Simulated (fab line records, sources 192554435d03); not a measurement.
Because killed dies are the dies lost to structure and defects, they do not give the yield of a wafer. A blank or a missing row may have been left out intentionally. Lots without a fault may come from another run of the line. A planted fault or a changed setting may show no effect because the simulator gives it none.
Matching of chambers | flow n5Finfet | rieDiel-05 running N5_MOL_CONTACT_COAG_ETCH_91: 4 sister chambers
The step etches SOC in N2/H2, target depth 60 nm, overetch 21 nm, time 101.2 s. 8 wafers are shown with their chamber, then 8 later ones without.

WAFERS, EACH WITH ITS CHAMBER
wafer  | chamber | showerheadPlenumPTorr (Torr) | throttleValvePct (%)
L080.1 | 1       | 2.60                         | 18.05
L080.3 | 0       | 2.51                         | 18.11
L081.2 | 0       | 2.51                         | 18.11
L081.4 | 2       | 2.35                         | 18.20
L087.4 | 3       | 2.70                         | 17.86
L087.5 | 1       | 2.59                         | 18.06
L087.6 | 2       | 2.34                         | 18.22
L088.1 | 3       | 2.70                         | 17.88

WAFERS WHOSE CHAMBER IS MISSING
wafer  | showerheadPlenumPTorr (Torr) | throttleValvePct (%)
L088.2 | 2.59                         | 18.06
L088.4 | 2.34                         | 18.22
L095.1 | 2.70                         | 17.89
L095.4 | 2.70                         | 17.91
L095.5 | 2.58                         | 18.07
L097.3 | 2.69                         | 17.91
L097.4 | 2.58                         | 18.10
L097.5 | 2.33                         | 18.27

WHICH CHAMBER EACH WENT THROUGH
wafer  | from the rows above | in truth
L088.2 | 1                   | 1
L088.4 | 2                   | 2
L095.1 | 3                   | 3
L095.4 | 3                   | 3
L095.5 | 1                   | 1
L097.3 | 3                   | 3
L097.4 | 1                   | 1
L097.5 | 2                   | 2
Correct placement for 8 of the 8. Number that these rows cannot place: 0. 0 placed wrongly.
How it was worked out, from the rows above alone: a wafer's distance from a chamber is the root of the sum, over the readings, of the square of ((its reading less the chamber's mean) divided by the reading's scatter). The wafer belongs to the nearest chamber; if the next one is less than 2 further off, it can't be placed. The mean given for a chamber averages the wafers shown for that chamber. How the scatter is found: for the shown wafers, subtract from each reading the mean of its chamber, square and add these, divide the total by (wafers less chambers), then take the root.
